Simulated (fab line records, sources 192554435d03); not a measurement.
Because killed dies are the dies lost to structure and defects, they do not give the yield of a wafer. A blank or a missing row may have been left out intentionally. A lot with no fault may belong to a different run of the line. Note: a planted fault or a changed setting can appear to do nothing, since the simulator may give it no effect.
What tool caused it? || flow n5Finfet || 12 lots, 36 wafers sampled, at 2 steps of a route of 1938

## WHAT THE GAUGES READ, wafer by wafer
N5_BEOL_M13_RS_MEAS_54: a four-point-probe measurement.
{"lot": "L075", "measured": "day 12 23:27", "on": "filmMetro-01", "M13_RS (ohm/sq)": "0.0441 0.0440 0.0446"}
{"lot": "L076", "measured": "day 13 19:52", "on": "filmMetro-02", "M13_RS (ohm/sq)": "0.0456 0.0458 0.0454"}
{"lot": "L079", "measured": "day 14 06:52", "on": "filmMetro-01", "M13_RS (ohm/sq)": "0.0449 0.0442 0.0447"}
{"lot": "L081", "measured": "day 16 05:46", "on": "filmMetro-01", "M13_RS (ohm/sq)": "0.0459 0.0447 0.0453"}
{"lot": "L084", "measured": "day 17 12:42", "on": "filmMetro-02", "M13_RS (ohm/sq)": "0.0442 0.0447 0.0450"}
{"lot": "L086", "measured": "day 18 03:40", "on": "filmMetro-01", "M13_RS (ohm/sq)": "0.0440 0.0446 0.0440"}
{"lot": "L087", "measured": "day 18 17:41", "on": "filmMetro-02", "M13_RS (ohm/sq)": "0.0439 0.0449 0.0447"}
{"lot": "L095", "measured": "day 19 19:19", "on": "filmMetro-02", "M13_RS (ohm/sq)": "0.0449 0.0436 0.0438"}
{"lot": "L091", "measured": "day 19 23:05", "on": "filmMetro-01", "M13_RS (ohm/sq)": "0.0441 0.0444 0.0451"}
{"lot": "L094", "measured": "day 20 19:19", "on": "filmMetro-01", "M13_RS (ohm/sq)": "0.0446 0.0450 0.0447"}
{"lot": "L096", "measured": "day 21 03:11", "on": "filmMetro-02", "M13_RS (ohm/sq)": "0.0453 0.0463 0.0461"}
{"lot": "L093", "measured": "day 21 10:30", "on": "filmMetro-02", "M13_RS (ohm/sq)": "0.0460 0.0454 0.0457"}

## TOOL THAT RAN EACH LOT (tool first, then ch and the chambers of the sampled wafers, then the start)
{"lot": "L075", "N5_BEOL_M13_ANNEAL_48": "rtpAnneal-02 ch 0, day 12 22:47"}
{"lot": "L076", "N5_BEOL_M13_ANNEAL_48": "rtpAnneal-02 ch 0, day 13 19:17"}
{"lot": "L079", "N5_BEOL_M13_ANNEAL_48": "rtpAnneal-02 ch 0, day 14 06:08"}
{"lot": "L081", "N5_BEOL_M13_ANNEAL_48": "rtpAnneal-01 ch 0, day 16 05:01"}
{"lot": "L084", "N5_BEOL_M13_ANNEAL_48": "rtpAnneal-01 ch 0, day 17 12:04"}
{"lot": "L086", "N5_BEOL_M13_ANNEAL_48": "rtpAnneal-02 ch 0, day 18 03:01"}
{"lot": "L087", "N5_BEOL_M13_ANNEAL_48": "rtpAnneal-01 ch 0, day 18 16:59"}
{"lot": "L095", "N5_BEOL_M13_ANNEAL_48": "rtpAnneal-01 ch 0, day 19 18:43"}
{"lot": "L091", "N5_BEOL_M13_ANNEAL_48": "rtpAnneal-02 ch 0, day 19 22:22"}
{"lot": "L094", "N5_BEOL_M13_ANNEAL_48": "rtpAnneal-01 ch 0, day 20 18:19"}
{"lot": "L096", "N5_BEOL_M13_ANNEAL_48": "rtpAnneal-02 ch 0, day 21 02:32"}
{"lot": "L093", "N5_BEOL_M13_ANNEAL_48": "rtpAnneal-01 ch 0, day 21 09:47"}
- N5_BEOL_M13_ANNEAL_48: time 90 s.

## THE ANSWER, worked out from the rows above alone
Rule: the usual values come from the lots themselves. The widest of any qualifying gaps counts: lots, ordered by their means at a reading, are off when they make up no more than a third of the lots, leave a main group of 4 or more, and stand apart from it by 3 or more times the standard deviation of that group's means. If all means in a main group match to the digits the tables above print for the reading, that group is not used. Also off: a lot with no number at a reading for which 4 or more lots have one. Any other lot the step has rows for is counted as sound.
No lot is off at any reading shown: from this, nothing can be told.

## WHAT THE SIMULATOR PUT IN
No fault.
